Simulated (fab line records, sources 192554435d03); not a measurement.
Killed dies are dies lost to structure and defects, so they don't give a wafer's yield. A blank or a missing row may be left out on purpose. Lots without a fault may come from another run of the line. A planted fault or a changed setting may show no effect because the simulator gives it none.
fab line records | flow n5_finfet
record lots=11 wafers=33 last_day=18
route steps=1938 shown BEOL_M5@1183 BEOL_M6@1194 PASSIVATION@1936
lots that met no fault: from a run of the same line without faults
start_h: hours from the record's first day to the start of the lot's first wafer shown | wait_h: hours since the lot's step before | " the same as in the row above | L1.1+2: a row that stands for several wafers | - no value, or no start given | * or withheld: withheld | < > ~ a bound
route shown NAME@n: a module of which the file shows steps, and the number in the route of the first | usual: mean/standard deviation of fault-free wafers | same: alike in all rows | chamber/n: place in a boat | sites: the reading at each site | _std_site: their standard deviation | _edge_site: outer sites' mean less inner sites' | radius_mm: how far each site lies from the wafer's centre | mask NAME#n: copy n | behind: the tool/chamber that last shaped the wafer | hold: why the lot was held/for how many hours/how that ended | device: the transistor (n, p or np) that didn't switch | end of line: the same wafers' tests at the end of the route | a step without rows: its recipe alone | killed: dies lost to structure and defects at the first sort, not the wafer's yield | map: a wafer's dies, x killed, . not, _ none there
set.NAME: the setting as run; set.NAME@STEP: as run at that earlier step | model.NAME: the simulator's own value behind a step, which no gauge read
steps of the route over a sample of lots; a table a step, a row a wafer
services: from which hour (start_h, from the record's first day; less than 0 if before it) a tool's chamber was out of use, for how many hours, and why
## steps
# step N5_BEOL_M5_SPUTTER_90
# recipe material=Cu target_thk_a=45 temp_c=-20 chamber_pressure_pa=0.07 power_w=withheld time_s=8.29
# usual chuck_sensor_temp_C=-15.8/0.41 throttle_valve_pct=29.9/1
# columns lot.wafer tool chamber start_h wait_h chuck_sensor_temp_C throttle_valve_pct
L410.3 pvd_sputter-03 - 182.34 0.5 -16.6 30.8
L410.4 " - " " -15.1 30.1
L410.5 " - " " -16.3 30.5
L409.1 pvd_sputter-03 - 186.77 0.5 -16.0 29.2
L409.3 " - " " -15.7 28.7
L409.5 " - " " -16.1 29.4
L411.1 pvd_sputter-01 - 190.33 0.5 -15.9 30.2
L411.2 " - " " -16.1 29.0
L411.4 " - " " -16.0 28.9
L414.2 pvd_sputter-01 - 213.83 0.5 -16.0 30.2
L414.3 " - " " -16.0 28.7
L414.4 " - " " -15.9 29.2
L418.3 pvd_sputter-02 - 238.53 0.5 -16.3 30.0
L418.4 " - " " -15.1 32.8
L418.5 " - " " -16.1 29.1
L421.1 pvd_sputter-03 - 259.74 0.5 -16.3 31.0
L421.2 " - " " -15.7 28.7
L421.6 " - " " -15.4 30.2
L426.1 pvd_sputter-01 - 295.63 0.5 -16.1 29.1
L426.2 " - " " -16.0 30.3
L426.6 " - " " -16.1 28.7
L427.3 pvd_sputter-02 - 300.35 0.5 -15.5 29.8
L427.4 " - " " -16.2 29.5
L427.5 " - " " -16.2 29.2
L432.2 pvd_sputter-01 - 316.69 0.5 -16.1 30.2
L432.4 " - " " -16.1 29.3
L432.6 " - " " -15.7 29.1
L430.1 pvd_sputter-03 - 318.41 0.5 -15.8 28.7
L430.4 " - " " -16.5 30.7
L430.6 " - " " -16.1 29.3
L431.1 pvd_sputter-03 - 326.10 0.5 -15.8 28.6
L431.2 " - " " -15.9 29.5
L431.4 " - " " -15.2 30.3
# step N5_BEOL_M5_CO_CAP_78
# recipe material=Co target_thk_a=20 temp_c=200 precursor=CCTBA/H2 pressure_torr=30 time_s=102.1
# usual heater_power_w=258/21
# columns lot.wafer tool chamber start_h wait_h heater_power_w
L410.3 cvd_co-02 2 183.22 0.0 224
L410.4 " 1 " " 287
L410.5 " 0 " " 282
L409.1 cvd_co-01 2 187.71 0.0 257
L409.3 " 0 " " 241
L409.5 " 1 " " 252
L411.1 cvd_co-02 1 191.20 0.0 287
L411.2 " 0 " " 279
L411.4 " 2 " " 228
L414.2 cvd_co-02 1 214.70 0.0 283
L414.3 " 2 " " 229
L414.4 " 2 " " 230
L418.3 cvd_co-01 2 239.40 0.0 251
L418.4 " 2 " " 244
L418.5 " 0 " " 246
L421.1 cvd_co-01 1 260.92 0.0 249
L421.2 " 0 " " 232
L421.6 " 2 " " 251
L426.1 cvd_co-02 2 296.51 0.0 228
L426.2 " 0 " " 279
L426.6 " 0 " " 281
L427.3 cvd_co-01 0 301.40 0.0 243
L427.4 " 2 " " 255
L427.5 " 0 " " 244
L432.2 cvd_co-02 0 317.56 0.0 275
L432.4 " 2 " " 235
L432.6 " 0 " " 282
L430.1 cvd_co-02 2 319.38 0.0 235
L430.4 " 0 " " 283
L430.6 " 1 " " 290
L431.1 cvd_co-02 0 326.97 0.0 289
L431.2 " 2 " " 234
L431.4 " 0 " " 278
# step N5_BEOL_M5_RS_MEAS_57
# recipe thk_meas_gauge=four-point-probe reads=Co_of_BEOL_M5_CO_CAP_78+Cu_of_BEOL_M5_ECD_50+Co_of_BEOL_M5_CVD_47+TaN_of_BEOL_M5_ALD_86
# usual M5_RS=0.384/0.012
# columns lot.wafer tool chamber start_h wait_h M5_RS[ohm/sq]
L410.3 film_metro-02 - 183.40 0.1 0.375
L410.4 " - " " 0.377
L410.5 " - " " 0.380
L409.1 film_metro-01 - 187.89 0.0 0.384
L409.3 " - " " 0.366
L409.5 " - " " 0.387
L411.1 film_metro-02 - 191.38 0.0 0.379
L411.2 " - " " 0.387
L411.4 " - " " 0.369
L414.2 film_metro-02 - 214.90 0.1 0.372
L414.3 " - " " 0.385
L414.4 " - " " 0.407
L418.3 film_metro-01 - 239.59 0.1 0.381
L418.4 " - " " 0.374
L418.5 " - " " 0.376
L421.1 film_metro-01 - 261.10 0.0 0.389
L421.2 " - " " 0.378
L421.6 " - " " 0.386
L426.1 film_metro-02 - 296.69 0.0 0.415
L426.2 " - " " 0.408
L426.6 " - " " 0.420
L427.3 film_metro-01 - 301.58 0.1 0.365
L427.4 " - " " 0.389
L427.5 " - " " 0.374
L432.2 film_metro-01 - 317.74 0.1 0.382
L432.4 " - " " 0.373
L432.6 " - " " 0.374
L430.1 film_metro-02 - 319.57 0.0 0.413
L430.4 " - " " 0.368
L430.6 " - " " 0.413
L431.1 film_metro-02 - 327.18 0.1 0.409
L431.2 " - " " 0.388
L431.4 " - " " 0.376
# step N5_BEOL_M6_ILD_DEP_00
# recipe material=SiCOH_lowk target_thk_a=1797.5 temp_c=300 precursor=DEMS/porogen pressure_torr=5 rf_w=500 time_s=33.4
# usual heater_power_w=274/48 showerhead_plenum_p_Torr=5.740/0.018 throttle_valve_pct=14.1/1.2
# columns lot.wafer tool chamber start_h wait_h heater_power_w showerhead_plenum_p_Torr throttle_valve_pct
L410.3 pecvd-01 2 183.46 0.0 354 5.757 12.8
L410.4 " 2 " " 359 5.732 12.7
L410.5 " 0 " " 234 5.719 12.7
L409.1 pecvd-01 0 187.96 0.0 239 5.720 12.7
L409.3 " 1 " " 280 5.769 15.7
L409.5 " 0 " " 248 5.712 12.8
L411.1 pecvd-01 0 191.45 0.0 194 5.703 12.6
L411.2 " 1 " " 308 5.770 15.6
L411.4 " 0 " " 204 5.734 12.8
L414.2 pecvd-01 0 214.96 0.0 246 5.728 12.7
L414.3 " 1 " " 303 5.758 15.5
L414.4 " 0 " " 250 5.723 12.9
L418.3 pecvd-02 2 239.65 0.0 314 5.722 13.2
L418.4 " 1 " " 229 5.715 14.0
L418.5 " 2 " " 323 5.742 13.4
L421.1 pecvd-04 0 261.16 0.0 286 5.744 14.8
L421.2 " 2 " " 254 5.733 12.5
L421.6 " 2 " " 262 5.729 12.3
L426.1 pecvd-01 1 296.75 0.0 246 5.772 15.7
L426.2 " 2 " " 365 5.749 12.8
L426.6 " 0 " " 234 5.721 12.8
L427.3 pecvd-01 2 301.65 0.0 374 5.752 12.8
L427.4 " 1 " " 276 5.771 15.8
L427.5 " 2 " " 379 5.740 12.7
L432.2 pecvd-04 1 317.80 0.0 279 5.756 15.4
L432.4 " 0 " " 272 5.755 15.2
L432.6 " 2 " " 245 5.733 12.2
L430.1 pecvd-02 0 319.63 0.0 226 5.733 14.5
L430.4 " 1 " " 243 5.721 13.7
L430.6 " 2 " " 263 5.740 13.3
L431.1 pecvd-02 2 327.25 0.0 274 5.741 13.3
L431.2 " 0 " " 214 5.740 14.8
L431.4 " 1 " " 260 5.713 14.0
# step N5_BEOL_M6_THK_MEAS_01
# recipe reads=SiCOH_lowk_of_BEOL_M6_ILD_DEP_00
# usual M6_ILD_THK=154.6/2.9
# columns lot.wafer tool chamber start_h wait_h M6_ILD_THK[nm]
L410.3 film_metro-01 - 184.08 0.3 150.5
L410.4 " - " " 152.8
L410.5 " - " " 154.1
L409.1 film_metro-01 - 188.53 0.4 150.3
L409.3 " - " " 153.0
L409.5 " - " " 152.5
L411.1 film_metro-01 - 192.02 0.4 150.0
L411.2 " - " " 152.9
L411.4 " - " " 154.4
L414.2 film_metro-02 - 215.54 0.4 152.6
L414.3 " - " " 154.7
L414.4 " - " " 154.9
L418.3 film_metro-01 - 240.22 0.3 150.1
L418.4 " - " " 152.9
L418.5 " - " " 153.8
L421.1 film_metro-02 - 261.80 0.4 155.8
L421.2 " - " " 155.2
L421.6 " - " " 157.5
L426.1 film_metro-01 - 297.34 0.4 132.0
L426.2 " - " " 149.4
L426.6 " - " " 153.7
L427.3 film_metro-02 - 302.52 0.3 150.4
L427.4 " - " " 134.3
L427.5 " - " " 150.6
L432.2 film_metro-02 - 318.86 0.7 152.7
L432.4 " - " " 158.1
L432.6 " - " " 157.3
L430.1 film_metro-01 - 320.21 0.4 155.9
L430.4 " - " " 157.5
L430.6 " - " " 157.1
L431.1 film_metro-02 - 327.82 0.4 156.7
L431.2 " - " " 158.2
L431.4 " - " " 160.0
# step N5_PASSIVATION_PROBE_49
# usual defect_limited_yield=91.7/1.2 killed_at_M0_to_M3=33/9.5 killed_at_M4_up=13/4.9 killed_at_contacts=13/6.6 killed_at_front_end=36/11 killed_at_other=3.0/2.6 killed_dies=97/14 killed_open=65/11 killed_short=31/6.6 sort_bin_5_function=4.8/0.82 sort_bin_6_memory=3.1/0.58 sort_bin_8_speed=0.00/0.02 sort_n_pass=1083/14 sort_yield_pct=91.7/1.2
# same gross_dies=1180 killed_at_back_side=0 sort_bin_4_leakage[%]=0
# columns lot.wafer tool chamber start_h wait_h defect_limited_yield[%] killed_at_M0_to_M3 killed_at_M4_up killed_at_contacts killed_at_front_end killed_at_other killed_dies killed_open killed_short sort_bin_5_function[%] sort_bin_6_memory[%] sort_bin_8_speed[%] sort_n_pass sort_yield_pct[%]
L414.2 prober-02 - 302.36 0.1 93.7 24 12 7 31 0 74 45 29 3.7 2.3 0 1106 93.7
L414.3 prober-02 - 302.41 0.1 90.4 26 20 24 41 2 113 84 26 5.4 3.4 0 1067 90.4
L414.4 prober-02 - 302.46 0.2 93.2 29 11 16 23 1 80 53 27 4.1 2.4 0 1100 93.2
L426.1 prober-02 - 378.76 0.0 91.1 34 30 12 22 7 105 52 28 4.2 2.4 0 1075 91.1
L426.2 prober-02 - 378.81 0.1 92.6 23 8 14 34 8 87 55 32 4.0 3.1 0 1093 92.6
L426.6 prober-02 - 379.01 0.3 91.7 35 10 19 32 2 98 59 39 4.7 3.3 0 1082 91.7
L427.3 prober-01 - 392.08 0.1 89.9 40 12 17 44 6 119 77 39 5.7 4.0 0 1061 89.9
L427.4 prober-01 - 392.13 0.2 92.0 18 26 8 37 5 94 56 35 4.5 2.9 0.08 1085 91.9
L431.1 prober-02 - 424.00 0.0 90.6 13 20 19 56 3 111 68 43 5.6 3.1 0 1069 90.6
L431.2 prober-02 - 424.05 0.1 91.8 26 17 5 47 2 97 56 41 5.4 2.3 0 1083 91.8
L431.4 prober-02 - 424.15 0.2 91.4 33 13 13 43 0 102 68 33 4.9 3.4 0 1078 91.4
# killed by level:class
L414.2 MOL_CONTACT_COAG:geometric_particle:open=6 BEOL_M0_SAQP:geometric_particle:short=6 BEOL_M2:geometric_particle:open=6 STI_FIN_REVEAL:geometric_particle:open=5 BEOL_M0_SAQP:geometric_particle:open=5 DUMMY_GATE:geometric_particle:open=4 ILD0:geometric_particle:short=4 BEOL_M5:geometric_particle:open=4
L414.3 MOL_CONTACT_COAG:geometric_particle:open=22 BEOL_M4:geometric_particle:open=14 STI_FIN_REVEAL:geometric_particle:open=10 FIN_SAQP:geometric_particle:short=7 BEOL_M2:geometric_particle:open=6 BEOL_M3:geometric_particle:open=6 STARTING-WAFER:geometric_particle:open=6 FIN_SAQP:geometric_particle:open=4
L414.4 MOL_CONTACT_COAG:geometric_particle:open=11 STI_FIN_REVEAL:geometric_particle:open=6 BEOL_M0_SAQP:geometric_particle:open=6 BEOL_M0:geometric_particle:short=6 MOL_CONTACT_COAG:geometric_particle:short=5 BEOL_M2:geometric_particle:open=5 BEOL_M1:geometric_particle:open=4 BEOL_M0_SAQP:geometric_particle:short=3
L426.1 BEOL_M6:area_dep=25 BEOL_M1:geometric_particle:open=13 MOL_CONTACT_COAG:geometric_particle:open=10 BEOL_M2:geometric_particle:open=7 PAD_METAL:geometric_particle:short=5 FIN_SAQP:geometric_particle:short=4 BEOL_M0_SAQP:geometric_particle:open=3 BEOL_M1:geometric_particle:short=3
L426.2 FIN_SAQP:geometric_particle:open=10 MOL_CONTACT_COAG:geometric_particle:open=9 FIN_SAQP:geometric_particle:short=7 BEOL_M2:geometric_particle:open=6 BEOL_M0_SAQP:geometric_particle:open=6 MOL_CONTACT_COAG:geometric_particle:short=5 BEOL_M4:geometric_particle:open=5 PAD_METAL:geometric_particle:short=5
L426.6 BEOL_M0_SAQP:geometric_particle:short=16 MOL_CONTACT_COAG:geometric_particle:open=14 FIN_SAQP:geometric_particle:open=8 BEOL_M0_SAQP:geometric_particle:open=8 BEOL_M2:geometric_particle:open=7 FIN_SAQP:geometric_particle:short=5 MOL_CONTACT_COAG:geometric_particle:short=5 BEOL_M4:geometric_particle:open=5
L427.3 BEOL_M2:geometric_particle:open=13 MOL_CONTACT_COAG:geometric_particle:open=12 STI_FIN_REVEAL:geometric_particle:open=11 BEOL_M0_SAQP:geometric_particle:short=9 BEOL_M0_SAQP:geometric_particle:open=6 FIN_SAQP:geometric_particle:open=5 GATE_CUT:geometric_particle:short=5 MOL_CONTACT_COAG:geometric_particle:short=5
L427.4 BEOL_M4:geometric_particle:open=10 STI_FIN_REVEAL:geometric_particle:open=9 FIN_SAQP:geometric_particle:short=6 BEOL_M0_SAQP:geometric_particle:short=6 GATE_CUT:geometric_particle:short=5 MOL_CONTACT_COAG:geometric_particle:open=5 BEOL_M0_SAQP:geometric_particle:open=4 BEOL_M8:geometric_particle:open=4
L431.1 FIN_SAQP:geometric_particle:short=14 MOL_CONTACT_COAG:geometric_particle:open=14 FIN_SAQP:geometric_particle:open=9 BEOL_M5:geometric_particle:open=7 BEOL_M0_SAQP:geometric_particle:open=6 STI_FIN_REVEAL:geometric_particle:open=5 DUMMY_GATE:geometric_particle:open=5 GATE_CUT:geometric_particle:short=5
L431.2 FIN_SAQP:geometric_particle:open=11 STI_FIN_REVEAL:geometric_particle:open=9 BEOL_M0_SAQP:geometric_particle:short=7 FIN_SAQP:geometric_particle:short=6 BEOL_M5:geometric_particle:open=6 STARTING-WAFER:geometric_particle:short=6 MOL_CONTACT_COAG:geometric_particle:open=5 DUMMY_GATE:geometric_particle:open=4
L431.4 FIN_SAQP:geometric_particle:open=13 BEOL_M2:geometric_particle:open=11 MOL_CONTACT_COAG:geometric_particle:open=9 FIN_SAQP:geometric_particle:short=7 BEOL_M0_SAQP:geometric_particle:short=7 STI_FIN_REVEAL:geometric_particle:open=5 STARTING-WAFER:geometric_particle:short=5 MOL_CONTACT_COAG:geometric_particle:short=4
## services
# columns tool chamber start_h hours kind
pvd_sputter-02 - 172.16 13.8 repair
cvd_co-02 - 186.70 2.8 pm
pecvd-04 2 202.41 - clean
pecvd-04 2 202.41 - consumable_replace:showerhead
pecvd-04 2 202.41 29.0 scheduled_down
pecvd-04 2 202.41 29.0 vent_cycle
pecvd-01 - 227.73 0.9 repair
pecvd-04 2 242.49 15.4 repair
pecvd-04 2 268.91 5.0 scheduled_down
pecvd-04 0 279.21 2.1 scheduled_down
pecvd-04 2 283.45 12.7 repair
pecvd-02 - 295.04 2.8 pm
pecvd-01 - 316.98 14.6 pm
## key
first_sign step=N5_BEOL_M6_THK_MEAS_01 reading=M6_ILD_THK direction=down sigmas=7.4 usual=154.6 struck=133.2
effect none on later readings
met_at N5_BEOL_M6_ILD_DEP_00
struck_lots L426,L427
struck_wafers L426.1,L427.4
not_acting_at N5_BEOL_M5_SPUTTER_90,N5_BEOL_M5_CO_CAP_78,N5_BEOL_M5_RS_MEAS_57
onset_between 214.96 296.75
fault kind=site_profile_drift tool=pecvd-01 chamber=1 onset_h=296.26 steps=N5_BEOL_M6_ILD_DEP_00 basis=fraction max_abs_drift=0.28065 slope_share_per_hr=62.367 site_pattern=0,0,0,0,0,-1,-1,-1,-1
